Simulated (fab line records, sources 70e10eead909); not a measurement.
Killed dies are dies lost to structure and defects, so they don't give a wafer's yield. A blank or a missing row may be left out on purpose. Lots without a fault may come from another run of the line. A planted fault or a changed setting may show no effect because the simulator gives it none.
Which tool did it? | flow nand_harc | 24 lots, 72 wafers sampled, at 4 steps of a route of 1159

WHAT THE GAUGES READ, wafer by wafer
NHARC_P_ZERO_WELL_CD_MEAS_52: target cd 2000 nm.
lot  | measured    | on        | cd_nm (nm)
L074 | day 1 17:46 | cd_sem-02 | 2002.5 2002.1 2001.1
L075 | day 1 23:38 | cd_sem-03 | 2001.2 2003.7 1999.7
L076 | day 2 05:51 | cd_sem-03 | 1999.8 2000.0 2004.7
L077 | day 2 11:41 | cd_sem-02 | 2001.2 2003.2 2000.2
L078 | day 2 17:38 | cd_sem-02 | 2001.7 2002.6 2001.4
L079 | day 2 23:39 | cd_sem-01 | 2001.2 2005.8 2001.1
L080 | day 3 05:39 | cd_sem-03 | 2001.8 2002.4 2001.3
L081 | day 3 11:53 | cd_sem-03 | 2001.2 2005.4 2000.8
L082 | day 3 17:40 | cd_sem-02 | 2002.9 2001.8 2003.4
L083 | day 3 23:43 | cd_sem-03 | 1999.8 2000.2 2003.7
L084 | day 4 05:39 | cd_sem-02 | 1999.2 1998.8 2004.5
L085 | day 4 11:40 | cd_sem-01 | 2003.2 2001.6 2001.3
L086 | day 4 17:52 | cd_sem-02 | 2004.5 1997.7 2000.2
L087 | day 5 00:14 | cd_sem-03 | 1998.8 2002.9 1998.5
L088 | day 5 05:40 | cd_sem-03 | 1999.7 2000.5 2002.0
L089 | day 5 11:41 | cd_sem-02 | 2002.3 2003.3 2004.0
L090 | day 5 18:01 | cd_sem-01 | 1999.6 2000.3 2000.0
L091 | day 6 00:08 | cd_sem-02 | 2003.0 1999.7 1999.1
L092 | day 6 05:33 | cd_sem-02 | 2001.4 1997.6 1995.8
L093 | day 6 11:45 | cd_sem-02 | 2000.2 1999.3 2001.4
L094 | day 6 17:45 | cd_sem-02 | 1999.0 1998.1 2001.2
L095 | day 6 23:33 | cd_sem-01 | 1998.2 2004.5 1997.7
L096 | day 7 05:38 | cd_sem-02 | 2001.5 1997.8 2005.4
L097 | day 7 11:59 | cd_sem-02 | 2000.7 2002.4 2001.2

NHARC_P_CONTACT_OVL_MEAS_13.
lot  | measured     | on         | overlay_x_nm (nm) | overlay_y_nm (nm)
L074 | day 5 11:47  | overlay-02 | 0.2 0.2 0.0       | -0.1 -0.1 -0.6
L075 | day 5 22:13  | overlay-01 | 0.5 0.8 0.8       | -0.9 -0.6 -0.5
L076 | day 6 10:05  | overlay-02 | -0.3 0.0 -0.9     | 1.7 1.4 1.1
L077 | day 6 21:56  | overlay-01 | 0.4 0.6 1.0       | -0.8 -0.8 -0.3
L078 | day 6 22:11  | overlay-02 | -1.9 -1.0 -1.6    | -1.2 -0.9 -0.8
L079 | day 6 19:56  | overlay-01 | -0.2 -1.1 -0.6    | 1.0 1.6 1.5
L080 | day 7 15:40  | overlay-02 | 0.6 0.3 0.1       | 0.9 0.6 0.8
L081 | day 7 13:35  | overlay-02 | 0.2 0.8 0.5       | -0.6 -0.4 0.0
L082 | day 8 01:55  | overlay-02 | 0.1 0.6 1.3       | -0.4 -0.1 0.0
L083 | day 8 01:13  | overlay-02 | 0.3 0.3 1.4       | 0.3 0.3 0.3
L084 | day 9 11:26  | overlay-01 | -0.9 -0.9 -0.7    | -0.4 0.6 0.1
L085 | day 9 13:37  | overlay-02 | -1.1 -1.1 -1.2    | -0.8 -0.5 -1.0
L086 | day 9 10:57  | overlay-01 | 0.1 0.3 0.0       | 1.3 1.3 1.3
L087 | day 9 16:44  | overlay-01 | 0.8 0.4 0.5       | 0.1 -0.5 0.0
L088 | day 10 00:07 | overlay-01 | 0.2 0.6 0.8       | -1.1 -0.8 -1.5
L089 | day 10 06:47 | overlay-02 | 0.6 0.4 0.6       | 1.3 0.7 1.1
L090 | day 10 09:16 | overlay-02 | -0.3 0.3 0.2      | -0.9 -0.8 -0.8
L091 | day 10 00:38 | overlay-02 | 1.5 1.8 1.2       | -0.1 -0.4 -0.2
L092 | day 10 07:29 | overlay-01 | 1.3 1.6 1.2       | 1.0 1.1 1.5
L093 | day 10 14:13 | overlay-02 | 0.2 0.0 0.7       | -1.4 -1.1 -1.7
L094 | day 10 13:37 | overlay-01 | 0.1 0.4 0.3       | 0.8 0.5 0.6
L095 | day 10 19:29 | overlay-01 | -0.5 -0.4 -0.5    | -0.2 -0.1 -0.4
L096 | day 10 20:35 | overlay-02 | 0.3 0.2 -0.5      | 0.2 0.6 0.0
L097 | day 11 06:47 | overlay-01 | 0.2 0.5 1.0       | -0.5 0.5 0.0

WHICH TOOL RAN EACH LOT (tool, then ch and the chambers of the sampled wafers, then the start)
lot  | NHARC_P_ZERO_WELL_ETCH_62                    | NHARC_P_ZERO_WELL_DESCUM_26
L074 | rie_diel-10 ch 0,2, day 1 14:37 or earlier   | rie_diel-05 ch 0,2, day 1 14:37
L075 | rie_diel-03 ch 0,2, day 1 20:38 or earlier   | rie_diel-03 ch 1,2,3, day 1 20:38
L076 | rie_diel-10 ch 0,2, day 2 02:46 or earlier   | rie_diel-10 ch 0,1,3, day 2 02:46
L077 | rie_diel-05 ch 0,1, day 2 08:38 or earlier   | rie_diel-03 ch 0,2,3, day 2 08:38
L078 | rie_diel-05 ch 0,3, day 2 14:39 or earlier   | rie_diel-10 ch 1,2,3, day 2 14:39
L079 | rie_diel-05 ch 0,1,3, day 2 20:38 or earlier | rie_diel-10 ch 1,2, day 2 20:38
L080 | rie_diel-03 ch 0,1,3, day 3 02:37 or earlier | rie_diel-03 ch 0,2, day 3 02:37
L081 | rie_diel-10 ch 0,2,3, day 3 08:47 or earlier | rie_diel-03 ch 0,1,3, day 3 08:47
L082 | rie_diel-10 ch 1,2,3, day 3 14:41 or earlier | rie_diel-05 ch 0,2, day 3 14:41
L083 | rie_diel-10 ch 0,3, day 3 20:35 or earlier   | rie_diel-03 ch 1,2,3, day 3 20:35
L084 | rie_diel-03 ch 0,1, day 4 02:40 or earlier   | rie_diel-10 ch 0,2, day 4 02:40
L085 | rie_diel-05 ch 0,1,2, day 4 08:32 or earlier | rie_diel-05 ch 1,2,3, day 4 08:32
L086 | rie_diel-10 ch 0,2,3, day 4 14:41 or earlier | rie_diel-10 ch 0,3, day 4 14:41
L087 | rie_diel-10 ch 0,3, day 4 20:59 or earlier   | rie_diel-10 ch 3, day 4 20:59
L088 | rie_diel-05 ch 1,2, day 5 02:39 or earlier   | rie_diel-05 ch 0,1,3, day 5 02:39
L089 | rie_diel-05 ch 0,1,2, day 5 08:39 or earlier | rie_diel-03 ch 0,1,2, day 5 08:39
L090 | rie_diel-05 ch 0,1,3, day 5 14:49 or earlier | rie_diel-03 ch 0,1,2, day 5 14:49
L091 | rie_diel-10 ch 2,3, day 5 21:08 or earlier   | rie_diel-10 ch 0,2, day 5 21:08
L092 | rie_diel-03 ch 0,2, day 6 02:34 or earlier   | rie_diel-10 ch 0,3, day 6 02:34
L093 | rie_diel-05 ch 1,2, day 6 08:47 or earlier   | rie_diel-05 ch 1,2,3, day 6 08:47
L094 | rie_diel-03 ch 0,2,3, day 6 14:38 or earlier | rie_diel-10 ch 0,2,3, day 6 14:38
L095 | rie_diel-03 ch 0,1, day 6 20:33 or earlier   | rie_diel-10 ch 0,2,3, day 6 20:33
L096 | rie_diel-10 ch 1,2,3, day 7 02:38 or earlier | rie_diel-10 ch 1,2,3, day 7 02:38
L097 | rie_diel-10 ch 1,2, day 7 08:49 or earlier   | rie_diel-10 ch 0,2, day 7 08:49
- NHARC_P_ZERO_WELL_ETCH_62: etches the open film in CHF3/Ar, target depth 13 nm, time 6.5 s.
- NHARC_P_ZERO_WELL_DESCUM_26: chemistry O2, time 3 s.

WHAT THE TOOLS THEMSELVES READ (means of the sampled wafers that have a number; where no wafer has one, the mark that the record gives instead)
NHARC_P_ZERO_WELL_ETCH_62.
lot  | tool        | drypump_motor_current_A (A) | oes_product_au (a.u.) | rf_vpp_V (V) | showerhead_plenum_p_Torr (Torr) | throttle_valve_pct (%)
L074 | rie_diel-10 | 6.0                         | 0.969                 | 371.1        | 2.35                            | 20.224
L075 | rie_diel-03 | 5.4                         | 0.925                 | 372.1        | 2.38                            | 20.211
L076 | rie_diel-10 | 6.0                         | 0.969                 | 371.1        | 2.35                            | 20.217
L077 | rie_diel-05 | 5.4                         | 0.967                 | 369.3        | 2.27                            | 20.217
L078 | rie_diel-05 | 5.8                         | 0.978                 | 368.8        | 2.28                            | 20.217
L079 | rie_diel-05 | 5.5                         | 0.968                 | 370.2        | 2.35                            | 20.217
L080 | rie_diel-03 | 5.8                         | 0.963                 | 370.3        | 2.32                            | 20.208
L081 | rie_diel-10 | 5.7                         | 0.971                 | 370.6        | 2.34                            | 20.225
L082 | rie_diel-10 | 5.5                         | 0.948                 | 371.0        | 2.34                            | 20.214
L083 | rie_diel-10 | 5.4                         | 0.961                 | 370.3        | 2.33                            | 20.215
L084 | rie_diel-03 | 5.9                         | 0.947                 | 370.7        | 2.30                            | 20.214
L085 | rie_diel-05 | 5.4                         | 0.977                 | 368.9        | 2.27                            | 20.212
L086 | rie_diel-10 | 5.7                         | 0.939                 | 370.4        | 2.34                            | 20.223
L087 | rie_diel-10 | 5.7                         | 0.956                 | 369.3        | 2.31                            | 20.205
L088 | rie_diel-05 | 5.4                         | 0.947                 | 368.5        | 2.26                            | 20.214
L089 | rie_diel-05 | 5.4                         | 0.957                 | 368.8        | 2.26                            | 20.216
L090 | rie_diel-05 | 5.5                         | 0.976                 | 370.2        | 2.34                            | 20.221
L091 | rie_diel-10 | 5.4                         | 0.969                 | 371.9        | 2.35                            | 20.215
L092 | rie_diel-03 | 5.6                         | 0.912                 | 372.2        | 2.42                            | 20.216
L093 | rie_diel-05 | 5.4                         | 0.951                 | 369.6        | 2.26                            | 20.216
L094 | rie_diel-03 | 5.5                         | 0.964                 | 371.3        | 2.36                            | 20.216
L095 | rie_diel-03 | 5.9                         | 0.972                 | 368.7        | 2.30                            | 20.217
L096 | rie_diel-10 | 5.5                         | 0.952                 | 370.8        | 2.34                            | 20.230
L097 | rie_diel-10 | 5.8                         | 0.968                 | 370.3        | 2.35                            | 20.217

NHARC_P_ZERO_WELL_DESCUM_26.
lot  | tool        | drypump_motor_current_A (A) | oes_product_au (a.u.) | rf_vpp_V (V) | showerhead_plenum_p_Torr (Torr) | throttle_valve_pct (%)
L074 | rie_diel-05 | 5.6                         | 1.008                 | 57.6         | 1.79                            | 11.305
L075 | rie_diel-03 | 5.6                         | 0.998                 | 57.7         | 1.86                            | 11.317
L076 | rie_diel-10 | 5.4                         | 1.001                 | 58.4         | 1.89                            | 11.312
L077 | rie_diel-03 | 5.6                         | 0.989                 | 58.0         | 1.93                            | 11.320
L078 | rie_diel-10 | 5.5                         | 0.997                 | 57.2         | 1.91                            | 11.298
L079 | rie_diel-10 | 5.8                         | 0.988                 | 58.4         | 1.92                            | 11.310
L080 | rie_diel-03 | 5.6                         | 0.984                 | 57.5         | 1.98                            | 11.308
L081 | rie_diel-03 | 5.8                         | 0.992                 | 57.4         | 1.90                            | 11.311
L082 | rie_diel-05 | 5.7                         | 0.997                 | 56.8         | 1.79                            | 11.324
L083 | rie_diel-03 | 5.6                         | 0.996                 | 57.4         | 1.86                            | 11.307
L084 | rie_diel-10 | 6.0                         | 0.993                 | 58.7         | 1.92                            | 11.318
L085 | rie_diel-05 | 5.5                         | 0.987                 | 58.2         | 1.91                            | 11.306
L086 | rie_diel-10 | 5.6                         | 1.001                 | 57.7         | 1.88                            | 11.314
L087 | rie_diel-10 | 5.1                         | 1.014                 | 57.9         | 1.91                            | 11.315
L088 | rie_diel-05 | 5.5                         | 0.993                 | 58.3         | 1.91                            | 11.320
L089 | rie_diel-03 | 5.7                         | 0.991                 | 57.8         | 1.91                            | 11.312
L090 | rie_diel-03 | 5.7                         | 0.988                 | 56.5         | 1.91                            | 11.310
L091 | rie_diel-10 | 6.1                         | 0.990                 | 57.3         | 1.92                            | 11.308
L092 | rie_diel-10 | 5.7                         | 1.005                 | 57.3         | 1.88                            | 11.315
L093 | rie_diel-05 | 5.5                         | 0.998                 | 58.3         | 1.91                            | 11.312
L094 | rie_diel-10 | 5.7                         | 1.007                 | 57.5         | 1.91                            | 11.314
L095 | rie_diel-10 | 5.7                         | 0.998                 | 57.6         | 1.91                            | 11.315
L096 | rie_diel-10 | 5.5                         | 1.011                 | 58.4         | 1.91                            | 11.317
L097 | rie_diel-10 | 6.0                         | 0.992                 | 57.4         | 1.89                            | 11.302

THE ANSWER, worked out from the rows above alone
Rule: what is usual is taken from the lots themselves. Put in order of their means at a reading, lots are off if they are a third of the lots or fewer, leave a main group of 4 or more, and stand apart from it by a gap of 3 or more times the standard deviation of the main group's means; of several such gaps the widest counts. A main group whose means are all the same, to the digits that the tables above print for the reading, isn't used. A lot without any number at a reading at which 4 lots or more have one is off too. The other lots that the step has rows for count as sound. The gauges are gone through in route order, then the tools' own readings, and for those a lot's mean is taken as printed above. The first step at which some lot is off is used, and at that step the reading that is off furthest; a lot without a number counts as furthest.
No lot is off at any reading shown: from this, nothing can be told.

WHAT THE SIMULATOR HAD PUT IN
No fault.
